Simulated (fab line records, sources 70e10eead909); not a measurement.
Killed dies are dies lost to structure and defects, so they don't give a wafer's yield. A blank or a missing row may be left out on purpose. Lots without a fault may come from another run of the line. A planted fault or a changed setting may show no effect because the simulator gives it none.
Chamber matching | flow nand_harc | NHARC_P_GATE_DESCUM_61 on rie_diel-05: 4 sister chambers
The step chemistry O2, time 3 s. 4 wafers are shown with their chamber, then 8 later ones without.

WAFERS WITH THEIR CHAMBER
wafer  | chamber | showerhead_plenum_p_Torr (Torr)
L127.2 | 1       | 1.81
L128.1 | 2       | 1.83
L132.3 | 0       | 1.80
L143.2 | 3       | 2.00

WAFERS WITHOUT THEIR CHAMBER
wafer  | showerhead_plenum_p_Torr (Torr)
L143.3 | 1.81
L143.6 | 1.80
L145.2 | 1.83
L145.4 | 2.00
L145.6 | 2.00
L148.1 | 1.82
L148.2 | 1.80
L148.5 | 1.80

WHICH CHAMBER EACH WENT THROUGH
wafer  | from the rows above     | in truth
L143.3 | 1                       | 1
L143.6 | 0                       | 0
L145.2 | 2                       | 2
L145.4 | 3                       | 3
L145.6 | 3                       | 3
L148.1 | can't be placed: 1 or 2 | 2
L148.2 | 0                       | 0
L148.5 | 0                       | 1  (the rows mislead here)
Placed correctly: 6 of 8. Can't be placed from these rows: 1 (the true chamber is among the candidates in 1). Placed wrongly: 1.
How it was worked out, from the rows above alone: a wafer's distance from a chamber is the root of the sum, over the readings, of the square of ((its reading less the chamber's mean) divided by the reading's scatter). The wafer belongs to the nearest chamber; if the next one is less than 2 further off, it can't be placed. A chamber's mean is the mean of its shown wafers. The scatter: with one shown wafer a chamber, the root of the mean of the squares of how far each hidden wafer lies from its nearest shown one.
